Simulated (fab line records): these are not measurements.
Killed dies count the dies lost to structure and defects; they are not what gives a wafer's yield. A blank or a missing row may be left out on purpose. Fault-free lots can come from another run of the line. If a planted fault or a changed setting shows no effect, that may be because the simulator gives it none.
fab line records    flow n5-finfet
[record] lots = 7  wafers = 21
route steps=1938 shown BEOL_M10@1476 BEOL_M11@1543 BEOL_M13@1682 BEOL_M14@1722 BEOL_M15@1801
start-h: start of the lot's first displayed wafer, in hours after the record's first day    wait-h: hours elapsed since this lot's preceding step    " as in the row above    L1.1+2: a row that stands for several wafers    - either no value or no given start    * or withheld: withheld    < > ~ a bound
route shown NAME@n: names a module that has steps shown in the file, with the first one's number in the route    usual: mean/standard deviation of fault-free wafers    same: alike in all rows    chamber/n: place in a boat    sites: readings site by site    _std_site: their standard deviation    _edge_site: mean of outer sites minus mean of inner sites    radius-mm: how far each site lies from the wafer's centre    mask NAME#n: copy n    behind: the last tool/chamber to shape the wafer    hold: why the lot was held/for how many hours/how that ended    device: the transistor (n, p or np) that didn't switch    end of line: tests of these same wafers at the route's end    where a step has no rows: the recipe by itself    killed: at the first sort, the dies lost to defects and structure; wafer yield is something else    map: dies across one wafer; x = killed, . = not, _ = none there
set.NAME: the setting as run; set.NAME@STEP: as run at that earlier step    model.NAME: the simulator's own value behind a step, which no gauge read
lots run with intentionally changed settings; tables by step, rows by wafer
[[steps]]
[step N5_BEOL_M10_COAT_60]
[recipe] resist = SiARC  temp-c = 220  time-s = 60  spin-rpm = 1500  resist-thk-nm = 30
lot.wafer  tool            chamber  start-h  wait-h  set.spin-rpm  model.SiARC_of_BEOL_M10_COAT_60.thk-nm
L086.3     litho-track-02  0        -        -       1500          29.8
L086.4+6   "               0        "        "       1500          30
L087.1     litho-track-04  0        -        -       1432          30.6
L087.3     "               0        "        "       1432          30.4
L087.6     "               0        "        "       1500          29.8
L088.3+4   litho-track-01  0        -        -       1421          30.8
L088.5     "               0        "        "       1500          30
L090.1     litho-track-02  0        -        -       1581          29.2
L090.5     "               0        "        "       1500          29.8
L090.6     "               0        "        "       1500          30
L093.2+4   litho-track-04  0        -        -       1500          30
L093.5     "               0        "        "       1500          30.2
L096.1     litho-track-02  0        -        -       1500          30
L096.2     "               0        "        "       1638          28.6
L096.6     "               0        "        "       1638          28.8
L097.4     litho-track-02  0        -        -       1500          30.2
L097.5+6   "               0        "        "       1500          30
[step N5_BEOL_M10_COAT_05]
[recipe] resist = CAR-ArF  spin-rpm = 1500  resist-thk-nm = 90
[step N5_BEOL_M10_EBR_07]
[recipe] solvent = PGMEA  ebr-width-mm = 1.5
[step N5_BEOL_M10_DESCUM_16]
[recipe] chemistry = O2  time-s = 7.9  source-power-w = 50  bias-power-w = 20  pressure-mtorr = 20  rf-frequency-hz = 2.712e+07  temp-c = 40  resist = CAR-ArF  o2-flow-sccm = 225
[step N5_BEOL_M10_ETCH_61]
[recipe] chemistry = CF4  target = SiARC  target-depth-a = 390  mask-material = CAR-ArF  time-s = 65  ion-energy-ev = 80  pressure-mtorr = 40  source-w = 545  bias-w = 36  Ar_flow_sccm = 100  cf4-flow-sccm = 100  ends = cleared
lot.wafer  tool         chamber  start-h  wait-h  set.spin-rpm@BEOL_M10_COAT_60  model.CAR-ArF_of_BEOL_M10_COAT_05.thk-nm  model.etch.depth-nm
L086.3     rie-diel-06  0        289.82   0.0     1500                           55.2                                      29.88
L086.4     "            3        "        "       1500                           55.2                                      30.03
L086.6     "            2        "        "       1500                           55.4                                      29.97
L087.1     rie-diel-06  3        296.41   0.0     1432                           54.6                                      30.57
L087.3     "            2        "        "       1432                           54.6                                      30.41
L087.6     "            0        "        "       1500                           55.2                                      29.75
L088.3     rie-diel-03  3        297.70   0.0     1421                           55                                        30.88
L088.4     "            2        "        "       1421                           55                                        30.78
L088.5     "            3        "        "       1500                           55.8                                      30.04
L090.1     rie-diel-01  0        320.73   0.0     1581                           56.4                                      29.21
L090.5     "            2        "        "       1500                           56.2                                      29.89
L090.6     "            3        "        "       1500                           55.6                                      29.93
L093.2     rie-diel-06  1        341.43   0.0     1500                           55                                        30.02
L093.4     "            3        "        "       1500                           55.2                                      30
L093.5     "            3        "        "       1500                           55.4                                      30.11
L096.1     rie-diel-06  3        345.42   0.0     1500                           55.6                                      29.95
L096.2     "            0        "        "       1638                           57.2                                      28.7
L096.6     "            2        "        "       1638                           56.8                                      28.79
L097.4     rie-diel-06  2        372.32   0.0     1500                           55                                        30.13
L097.5     "            0        "        "       1500                           55.2                                      30.04
L097.6     "            3        "        "       1500                           55                                        30.09
[step N5_BEOL_M10_ETCH_62]
[recipe] chemistry = N2/H2  target = SOC  target-depth-a = 1100  overetch-a = 220  mask-material = SiARC  temp-c = 40  time-s = 165  ion-energy-ev = 200  pressure-mtorr = 30  source-w = 840  bias-w = 150  n2-flow-sccm = 200  h2-flow-sccm = 200
lot.wafer   tool         chamber  start-h  wait-h  set.spin-rpm@BEOL_M10_COAT_60  model.SiARC_of_BEOL_M10_COAT_60.thk-nm
L086.3+4+6  rie-diel-06  0,3,2    289.87   0.0     1500                           23.4
L087.1+3    rie-diel-06  3,2      296.46   0.0     1432                           24
L087.6      "            0        "        "       1500                           23.4
L088.3      rie-diel-03  3        297.75   0.0     1421                           24
L088.4      "            2        "        "       1421                           24.4
L088.5      "            3        "        "       1500                           23.2
L090.1      rie-diel-01  0        320.78   0.0     1581                           22.8
L090.5+6    "            2,3      "        "       1500                           23.2
L093.2+5    rie-diel-06  1,3      341.48   0.0     1500                           23.4
L093.4      "            3        "        "       1500                           23.2
L096.1      rie-diel-06  3        345.47   0.0     1500                           23.2
L096.2      "            0        "        "       1638                           22.4
L096.6      "            2        "        "       1638                           22.2
L097.4+5    rie-diel-06  2,0      372.37   0.0     1500                           23.6
L097.6      "            3        "        "       1500                           23.4
[step N5_BEOL_M11_COAT_05]
[recipe] resist = CAR-ArF  spin-rpm = 1500  resist-thk-nm = 90
lot.wafer   tool            chamber  start-h  wait-h  set.spin-rpm  model.CAR-ArF_of_BEOL_M11_COAT_05.thk-nm
L086.3+4+6  litho-track-03  0        -        -       1500          90.2
L088.3      litho-track-01  0        -        -       1500          89.6
L088.4      "               0        "        "       1407          92.6
L088.5      "               0        "        "       1500          89.8
L087.1      litho-track-05  0        -        -       1500          89.8
L087.3+6    "               0        "        "       1371          94.2
L090.1      litho-track-01  0        -        -       1500          89.6
L090.5      "               0        "        "       1568          87.6
L090.6      "               0        "        "       1500          89.8
L093.2      litho-track-05  0        -        -       1500          90.4
L093.4+5    "               0        "        "       1628          86.4
L096.1+2    litho-track-03  0        -        -       1661          85.2
L096.6      "               0        "        "       1500          89.6
L097.4      litho-track-03  0        -        -       1500          89.8
L097.5+6    "               0        "        "       1500          90
[step N5_BEOL_M11_EBR_07]
[recipe] solvent = PGMEA  ebr-width-mm = 1.5
[step N5_BEOL_M11_SOFTBAKE_06]
[recipe] temp-c = 110  time-s = 60  resist = CAR-ArF
[step N5_BEOL_M11_DESCUM_16]
[recipe] chemistry = O2  time-s = 7.9  source-power-w = 50  bias-power-w = 20  pressure-mtorr = 20  rf-frequency-hz = 2.712e+07  temp-c = 40  resist = CAR-ArF  o2-flow-sccm = 225
[step N5_BEOL_M11_ETCH_61]
[recipe] chemistry = CF4  target = SiARC  target-depth-a = 390  mask-material = CAR-ArF  time-s = 65  ion-energy-ev = 80  pressure-mtorr = 40  source-w = 545  bias-w = 36  Ar_flow_sccm = 100  cf4-flow-sccm = 100  ends = cleared
lot.wafer  tool         chamber  start-h  wait-h  set.spin-rpm@BEOL_M11_COAT_05  model.CAR-ArF_of_BEOL_M11_COAT_05.thk-nm
L086.3     rie-diel-04  2        295.83   0.0     1500                           55.6
L086.4+6   "            3,1      "        "       1500                           55.8
L088.3     rie-diel-02  1        304.17   0.0     1500                           55
L088.4     "            2        "        "       1407                           58.2
L088.5     "            3        "        "       1500                           55.2
L087.1     rie-diel-05  2        304.33   0.0     1500                           55.2
L087.3+6   "            3,0      "        "       1371                           59.6
L090.1     rie-diel-02  0        331.94   0.0     1500                           55
L090.5     "            2        "        "       1568                           53
L090.6     "            1        "        "       1500                           55.4
L093.2     rie-diel-02  3        351.13   0.0     1500                           56
L093.4     "            0        "        "       1628                           51.6
L093.5     "            2        "        "       1628                           51.8
L096.1     rie-diel-04  0        354.07   0.0     1661                           50.8
L096.2     "            2        "        "       1661                           50.6
L096.6     "            3        "        "       1500                           55
L097.4     rie-diel-04  3        381.37   0.0     1500                           55.4
L097.5+6   "            1,0      "        "       1500                           55.6
[step N5_BEOL_M13_COAT_22]
[recipe] spin-rpm = 2888  resist-thk-nm = 300
lot.wafer  tool            chamber  start-h  wait-h  set.spin-rpm  model.coat_of_BEOL_M13_COAT_22.thk-nm
L086.3     litho-track-04  0        -        -       3072          289.6
L086.4     "               0        "        "       3072          288.8
L086.6     "               0        "        "       2888          298.6
L088.3     litho-track-04  0        -        -       2888          298.4
L088.4     "               0        "        "       2888          299.4
L088.5     "               0        "        "       2888          299.2
L087.1     litho-track-04  0        -        -       2769          306.6
L087.3     "               0        "        "       2888          299.6
L087.6     "               0        "        "       2769          307
L090.1     litho-track-04  0        -        -       2888          299.8
L090.5     "               0        "        "       2888          298.8
L090.6     "               0        "        "       2708          309.4
L093.2     litho-track-01  0        -        -       2888          297.8
L093.4     "               0        "        "       2888          299
L093.5     "               0        "        "       2888          298.6
L096.1     litho-track-03  0        -        -       3000          294.6
L096.2     "               0        "        "       3000          295
L096.6     "               0        "        "       2888          299.4
L097.4     litho-track-04  0        -        -       2888          301
L097.5     "               0        "        "       2888          299.8
L097.6     "               0        "        "       2888          299.6
[step N5_BEOL_M13_EBR_24]
[recipe] solvent = PGMEA  ebr-width-mm = 1.5
[step N5_BEOL_M13_SOFTBAKE_23]
[recipe] temp-c = 130  time-s = 60
[step N5_BEOL_M13_DESCUM_33]
[recipe] chemistry = O2  time-s = 7.9  source-power-w = 50  bias-power-w = 20  pressure-mtorr = 20  rf-frequency-hz = 2.712e+07  temp-c = 40  o2-flow-sccm = 225
[step N5_BEOL_M13_ETCH_67]
[recipe] chemistry = CF4  target = SiARC  target-depth-a = 1430  time-s = 238.3  ion-energy-ev = 80  pressure-mtorr = 40  source-w = 545  bias-w = 36  Ar_flow_sccm = 100  cf4-flow-sccm = 100  ends = cleared
lot.wafer  tool         chamber  start-h  wait-h  set.spin-rpm@BEOL_M13_COAT_22  model.coat_of_BEOL_M13_COAT_22.thk-nm
L086.3     rie-diel-04  2        306.84   0.0     3072                           201.4
L086.4     "            0        "        "       3072                           200.8
L086.6     "            2        "        "       2888                           210.6
L088.3     rie-diel-02  2        317.23   0.0     2888                           209.6
L088.4     "            0        "        "       2888                           210.4
L088.5     "            0        "        "       2888                           210.2
L087.1     rie-diel-05  0        318.35   0.0     2769                           217.8
L087.3     "            2        "        "       2888                           211
L087.6     "            2        "        "       2769                           218.4
L090.1     rie-diel-04  0        344.75   0.0     2888                           211
L090.5     "            2        "        "       2888                           210
L090.6     "            3        "        "       2708                           220.8
L093.2     rie-diel-02  1        363.33   0.0     2888                           209.2
L093.4     "            3        "        "       2888                           210.2
L093.5     "            3        "        "       2888                           209.8
L096.1     rie-diel-02  3        366.83   0.0     3000                           205.8
L096.2     "            1        "        "       3000                           206.4
L096.6     "            3        "        "       2888                           210.8
L097.4     rie-diel-02  3        391.32   0.0     2888                           212.8
L097.5     "            1        "        "       2888                           211.2
L097.6     "            0        "        "       2888                           211
[step N5_BEOL_M13_ETCH_68]
[recipe] chemistry = N2/H2  target = SOC  mask-material = SiARC  source-w = 3000  bias-w = 350  temp-c = 40  time-s = 355  ion-energy-ev = 200  pressure-mtorr = 30  n2-flow-sccm = 200  h2-flow-sccm = 200
lot.wafer  tool         chamber  start-h  wait-h  set.time-s  model.SiARC_of_BEOL_M13_COAT_66.thk-nm
L086.3     rie-diel-04  2        306.99   0.1     355         76.2
L086.4     "            0        "        "       325         78.8
L086.6     "            2        "        "       325         78.4
L088.3     rie-diel-02  2        317.38   0.1     385.5       75.4
L088.4     "            0        "        "       355         77
L088.5     "            0        "        "       385.5       74.4
L087.1     rie-diel-05  0        318.49   0.1     355         77.4
L087.3     "            2        "        "       285.1       83.6
L087.6     "            2        "        "       285.1       83.4
L090.1     rie-diel-04  0        344.90   0.1     355         77.2
L090.5     "            2        "        "       292.6       82.8
L090.6     "            3        "        "       292.6       82.6
L093.2     rie-diel-02  1        363.48   0.1     411.4       71.2
L093.4     "            3        "        "       355         77.6
L093.5     "            3        "        "       411.4       72.4
L096.1     rie-diel-02  3        366.97   0.1     355         78.2
L096.2     "            1        "        "       355         76
L096.6     "            3        "        "       297.5       82.8
L097.4     rie-diel-02  3        391.46   0.1     355         76.8
L097.5     "            1        "        "       355         76
L097.6     "            0        "        "       355         76.2
[step N5_BEOL_M14_EXPOSE_07]
[recipe] mask-id = V13  na = 0.8  source-shape = annular  sigma-inner = 0.5  sigma-outer = 0.8  polarization = unpolarized  attpsm-phase-deg = 180  dose-mj = 57
lot.wafer   tool            chamber  start-h  wait-h  mask   set.dose-mj
L086.3+4+6  krf-scanner-01  0        310.84   -       V13#0  57
L088.3+4    krf-scanner-01  0        320.18   -       V13#0  55.79
L088.5      "               0        "        "       V13#0  57
L087.1+6    krf-scanner-02  0        321.38   -       V13#0  54.79
L087.3      "               0        "        "       V13#0  57
L090.1+5+6  krf-scanner-01  0        351.46   -       V13#0  58.3
L093.2+5    krf-scanner-01  0        367.83   -       V13#0  57
L093.4      "               0        "        "       V13#0  55.59
L096.1+2    krf-scanner-02  0        373.94   -       V13#0  57
L096.6      "               0        "        "       V13#0  53.15
L097.4+5+6  krf-scanner-01  0        395.76   -       V13#0  57
[step N5_BEOL_M14_PEB_08]
[recipe] peb-temp-c = 130  peb-time-s = 90
[step N5_BEOL_M14_DEVELOP_09]
[recipe] develop-time-s = 45  rinse-liquid = diw  dry = air-spin  dev-temp-c = 21
[step N5_BEOL_M14_HARDBAKE_14]
[recipe] temp-c = 130  time-s = 120
[step N5_BEOL_M14_CD_MEAS_10]
[recipe] target-cd-nm = 250  landing-energy-ev = 500  detector = se-inlens  polarity = opening
[usual] cd-nm = 250.0/1.6
lot.wafer  tool       chamber  start-h  wait-h  set.dose-mj@BEOL_M14_EXPOSE_07  cd-nm
L086.3     cd-sem-01  0        311.01   -       57                              250.4
L086.4     "          0        "        "       57                              252.1
L086.6     "          0        "        "       57                              250.7
L088.3     cd-sem-02  0        320.34   -       55.79                           244.2
L088.4     "          0        "        "       55.79                           248.4
L088.5     "          0        "        "       57                              248.9
L087.1     cd-sem-01  0        321.55   -       54.79                           244.0
L087.3     "          0        "        "       57                              248.6
L087.6     "          0        "        "       54.79                           240.6
L090.1     cd-sem-01  0        351.64   -       58.3                            252.0
L090.5     "          0        "        "       58.3                            253.3
L090.6     "          0        "        "       58.3                            256.2
L093.2     cd-sem-02  0        368.00   -       57                              250.2
L093.4     "          0        "        "       55.59                           244.3
L093.5     "          0        "        "       57                              249.0
L096.1     cd-sem-01  0        374.12   -       57                              252.0
L096.2     "          0        "        "       57                              252.1
L096.6     "          0        "        "       53.15                           241.1
L097.4     cd-sem-02  0        395.92   -       57                              252.9
L097.5     "          0        "        "       57                              250.3
L097.6     "          0        "        "       57                              250.2
[step N5_BEOL_M14_STRIP_71]
[recipe] chemistry = post-etch-residue-remover  time-s = 60  temp-c = 25  remover-ph = withheld  remover-water-wt-pct = withheld  remover-fluoride-wt-pct = withheld
[step N5_BEOL_M14_SRD_72]
[recipe] time-s = 30  temp-c = 23  rinse-liquid = diw  dry = n2-spin  spin-rpm = 1500  dry-time-s = 30
[step N5_BEOL_M14_CD_MEAS_17]
[recipe] target-cd-nm = 250  polarity = opening
[usual] cd-nm = 251.1/1.9
lot.wafer  tool       chamber  start-h  wait-h  set.dose-mj@BEOL_M14_EXPOSE_07  cd-nm
L086.3     cd-sem-02  -        311.54   0.0     57                              252.6
L086.4     "          -        "        "       57                              252.3
L086.6     "          -        "        "       57                              251.5
L088.3     cd-sem-01  -        320.87   0.0     55.79                           246.7
L088.4     "          -        "        "       55.79                           248.5
L088.5     "          -        "        "       57                              252.1
L087.1     cd-sem-02  -        322.40   0.0     54.79                           244.9
L087.3     "          -        "        "       57                              250.6
L087.6     "          -        "        "       54.79                           243.4
L090.1     cd-sem-01  -        352.16   0.0     58.3                            254.1
L090.5     "          -        "        "       58.3                            252.9
L090.6     "          -        "        "       58.3                            257.1
L093.2     cd-sem-03  -        368.53   0.0     57                              253.0
L093.4     "          -        "        "       55.59                           245.3
L093.5     "          -        "        "       57                              248.7
L096.1     cd-sem-03  -        374.64   0.0     57                              250.4
L096.2     "          -        "        "       57                              253.1
L096.6     "          -        "        "       53.15                           240.1
L097.4     cd-sem-01  -        396.44   0.0     57                              255.6
L097.5     "          -        "        "       57                              250.8
L097.6     "          -        "        "       57                              253.3
[step N5_BEOL_M15_PEB_26]
[recipe] peb-temp-c = 130  peb-time-s = 90
lot.wafer   tool            chamber  start-h  wait-h  set.peb-time-s
L086.3      litho-track-02  0        319.89   0.0     90
L086.4+6    "               0        "        "       70.96
L088.3+5    litho-track-02  0        328.69   0.0     90
L088.4      "               0        "        "       107.8
L087.1+6    litho-track-02  0        329.80   0.1     70.39
L087.3      "               0        "        "       90
L090.1      litho-track-02  0        357.76   0.1     90
L090.5+6    "               0        "        "       76.74
L093.2+4+5  litho-track-02  0        376.24   0.0     90
L096.1+6    litho-track-01  0        381.60   0.1     90
L096.2      "               0        "        "       76.56
L097.4+5+6  litho-track-02  0        402.49   0.0     90
[step N5_BEOL_M15_DEVELOP_27]
[recipe] develop-time-s = 45  rinse-liquid = diw  dry = air-spin  dev-temp-c = 21
[step N5_BEOL_M15_HARDBAKE_32]
[recipe] temp-c = 130  time-s = 120
[step N5_BEOL_M15_CD_MEAS_28]
[recipe] target-cd-nm = 407.6  landing-energy-ev = 500  detector = se-inlens
[usual] cd-nm = 407.5/2.1
lot.wafer  tool       chamber  start-h  wait-h  set.peb-time-s@BEOL_M15_PEB_26  cd-nm
L086.3     cd-sem-01  0        320.01   -       90                              408.4
L086.4     "          0        "        "       70.96                           397.0
L086.6     "          0        "        "       70.96                           399.6
L088.3     cd-sem-03  0        328.81   -       90                              404.6
L088.4     "          0        "        "       107.8                           411.3
L088.5     "          0        "        "       90                              404.1
L087.1     cd-sem-03  0        329.91   -       70.39                           397.0
L087.3     "          0        "        "       90                              408.7
L087.6     "          0        "        "       70.39                           395.4
L090.1     cd-sem-03  0        357.88   -       90                              406.9
L090.5     "          0        "        "       76.74                           401.4
L090.6     "          0        "        "       76.74                           399.5
L093.2     cd-sem-03  0        376.36   -       90                              407.4
L093.4     "          0        "        "       90                              409.9
L093.5     "          0        "        "       90                              406.1
L096.1     cd-sem-01  0        381.71   -       90                              406.7
L096.2     "          0        "        "       76.56                           402.4
L096.6     "          0        "        "       90                              405.8
L097.4     cd-sem-02  0        402.61   -       90                              408.1
L097.5     "          0        "        "       90                              409.4
L097.6     "          0        "        "       90                              411.4
[step N5_BEOL_M15_DESCUM_33]
[recipe] chemistry = O2  time-s = 7.9  source-power-w = 50  bias-power-w = 20  pressure-mtorr = 20  rf-frequency-hz = 2.712e+07  temp-c = 40  o2-flow-sccm = 225
lot.wafer  tool         chamber  start-h  wait-h  set.peb-time-s@BEOL_M15_PEB_26  model.BEOL_M15.cd-nm
L086.3     rie-diel-04  1        320.09   0.0     90                              408
L086.4     "            2        "        "       70.96                           397.2
L086.6     "            2        "        "       70.96                           399.6
L088.3     rie-diel-02  1        328.91   0.0     90                              404.6
L088.4     "            2        "        "       107.8                           411.4
L088.5     "            1        "        "       90                              404.2
L087.1     rie-diel-05  1        330.00   0.0     70.39                           396.6
L087.3     "            3        "        "       90                              408.4
L087.6     "            1        "        "       70.39                           395.2
L090.1     rie-diel-02  1        357.97   0.0     90                              -
L090.5     "            2        "        "       76.74                           401.6
L090.6     "            3        "        "       76.74                           399.6
L093.2     rie-diel-05  0        376.46   0.0     90                              407.4
L093.4     "            1        "        "       90                              409.8
L093.5     "            2        "        "       90                              406
L096.1     rie-diel-04  3        381.80   0.0     90                              407
L096.2     "            2        "        "       76.56                           402.6
L096.6     "            3        "        "       90                              405.8
L097.4     rie-diel-05  0        402.80   0.1     90                              408.2
L097.5     "            1        "        "       90                              409
L097.6     "            2        "        "       90                              411.2
[step N5_BEOL_M15_ETCH_61]
[recipe] chemistry = N2/H2  target = BARC  target-depth-a = 890  overetch-a = 267  time-s = 67.9  ion-energy-ev = 200  pressure-mtorr = 30  source-w = 840  bias-w = 150  n2-flow-sccm = 200  h2-flow-sccm = 200
lot.wafer  tool         chamber  start-h  wait-h  set.time-s  set.peb-time-s@BEOL_M15_PEB_26  model.BEOL_M15.cd-nm  model.coat_of_BEOL_M15_COAT_22.thk-nm
L086.3     rie-diel-04  1        320.13   0.0     78.02       90                              402.8                 713.6
L086.4     "            2        "        "       67.9        70.96                           390                   717.4
L086.6     "            2        "        "       78.02       70.96                           394.4                 709.2
L088.3     rie-diel-02  1        328.94   0.0     61.53       90                              394                   729.2
L088.4     "            2        "        "       67.9        107.8                           404.2                 725.8
L088.5     "            1        "        "       61.53       90                              394                   731.4
L087.1     rie-diel-05  1        330.03   0.0     54.15       70.39                           386                   738.8
L087.3     "            3        "        "       54.15       90                              398.4                 739.4
L087.6     "            1        "        "       54.15       70.39                           384.2                 738.2
L090.1     rie-diel-02  1        358.00   0.0     67.9        90                              398.2                 726.6
L090.5     "            2        "        "       67.9        76.74                           395.4                 722.2
L090.6     "            3        "        "       67.9        76.74                           392                   722.8
L093.2     rie-diel-05  0        376.49   0.0     67.9        90                              399.4                 715.6
L093.4     "            1        "        "       67.9        90                              402                   718.8
L093.5     "            2        "        "       67.9        90                              398.2                 719
L096.1     rie-diel-04  3        381.84   0.0     56.77       90                              396.4                 728.2
L096.2     "            2        "        "       67.9        76.56                           395.2                 715
L096.6     "            3        "        "       56.77       90                              396                   729.8
L097.4     rie-diel-05  0        402.83   0.0     67.9        90                              399.8                 714.2
L097.5     "            1        "        "       67.9        90                              400.6                 716.6
L097.6     "            2        "        "       67.9        90                              402.6                 713.6
[step N5_BEOL_M15_DEP_53]
[recipe] material = SiCN  target-thk-a = 500  temp-c = withheld  precursor = 3MS/NH3  pressure-torr = 3  rf-w = 675  time-s = 17.8
lot.wafer  tool      chamber  start-h  wait-h  set.time-s  model.SiCN_of_BEOL_M15_DEP_53.thk-nm
L086.3     pecvd-03  1        322.44   0.0     15.43       43.6
L086.4     "         0        "        "       15.43       44.4
L086.6     "         2        "        "       17.8        49.6
L088.3     pecvd-02  0        334.99   0.0     17.8        50.2
L088.4     "         1        "        "       19.31       55
L088.5     "         2        "        "       17.8        50.6
L087.1     pecvd-04  0        335.14   0.0     17.8        49.6
L087.3     "         1        "        "       18.8        51.4
L087.6     "         1        "        "       18.8        53
L090.1     pecvd-03  1        361.95   0.0     16.54       46
L090.5     "         0        "        "       17.8        50.6
L090.6     "         2        "        "       17.8        49.8
L093.2     pecvd-03  2        378.95   0.0     17.8        48.4
L093.4     "         1        "        "       16.37       45.8
L093.5     "         2        "        "       16.37       45.6
L096.1     pecvd-02  0        384.13   0.0     19.3        54
L096.2     "         2        "        "       17.8        49.8
L096.6     "         1        "        "       17.8        51
L097.4     pecvd-02  0        406.06   0.0     17.8        50.6
L097.5     "         2        "        "       17.8        50.4
L097.6     "         1        "        "       17.8        51
[[key]]
[split] step = N5_BEOL_M10_COAT_60  setting = spin-rpm  stated = 1500  by = wafer
[response] step = N5_BEOL_M10_COAT_60  reading = model.SiARC_of_BEOL_M10_COAT_60.thk-nm  change = -0.143  per = 1%  r = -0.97
[response] step = N5_BEOL_M10_ETCH_61  reading = model.CAR-ArF_of_BEOL_M10_COAT_05.thk-nm  change = +0.139  per = 1%  r = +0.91
[response] step = N5_BEOL_M10_ETCH_61  reading = model.etch.depth-nm  change = -0.139  per = 1%  r = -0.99
[response] step = N5_BEOL_M10_ETCH_62  reading = model.SiARC_of_BEOL_M10_COAT_60.thk-nm  change = -0.114  per = 1%  r = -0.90
[split] step = N5_BEOL_M11_COAT_05  setting = spin-rpm  stated = 1500  by = wafer
[response] step = N5_BEOL_M11_COAT_05  reading = model.CAR-ArF_of_BEOL_M11_COAT_05.thk-nm  change = -0.457  per = 1%  r = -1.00
[response] step = N5_BEOL_M11_ETCH_61  reading = model.CAR-ArF_of_BEOL_M11_COAT_05.thk-nm  change = -0.467  per = 1%  r = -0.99
[split] step = N5_BEOL_M13_COAT_22  setting = spin-rpm  stated = 2888  by = wafer
[response] step = N5_BEOL_M13_COAT_22  reading = model.coat_of_BEOL_M13_COAT_22.thk-nm  change = -1.53  per = 1%  r = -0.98
[response] step = N5_BEOL_M13_ETCH_67  reading = model.coat_of_BEOL_M13_COAT_22.thk-nm  change = -1.55  per = 1%  r = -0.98
[split] step = N5_BEOL_M13_ETCH_68  setting = time-s  stated = 355  by = wafer
[response] step = N5_BEOL_M13_ETCH_68  reading = model.SiARC_of_BEOL_M13_COAT_66.thk-nm  change = -0.324  per = 1%  r = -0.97
[split] step = N5_BEOL_M14_EXPOSE_07  setting = dose-mj  stated = 57  by = wafer
[response] step = N5_BEOL_M14_CD_MEAS_10  reading = cd-nm  change = +1.64  per = 1%  r = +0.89
[response] step = N5_BEOL_M14_CD_MEAS_17  reading = cd-nm  change = +1.78  per = 1%  r = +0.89
[split] step = N5_BEOL_M15_PEB_26  setting = peb-time-s  stated = 90  by = wafer
[response] step = N5_BEOL_M15_CD_MEAS_28  reading = cd-nm  change = +0.441  per = 1%  r = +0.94
[response] step = N5_BEOL_M15_DESCUM_33  reading = model.BEOL_M15.cd-nm  change = +0.436  per = 1%  r = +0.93
[response] step = N5_BEOL_M15_ETCH_61  reading = model.BEOL_M15.cd-nm  change = +0.455  per = 1%  r = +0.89
[split] step = N5_BEOL_M15_ETCH_61  setting = time-s  stated = 67.9  by = wafer
[response] step = N5_BEOL_M15_ETCH_61  reading = model.coat_of_BEOL_M15_COAT_22.thk-nm  change = -0.624  per = 1%  r = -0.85
[split] step = N5_BEOL_M15_DEP_53  setting = time-s  stated = 17.8  by = wafer
[response] step = N5_BEOL_M15_DEP_53  reading = model.SiCN_of_BEOL_M15_DEP_53.thk-nm  change = +0.45  per = 1%  r = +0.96
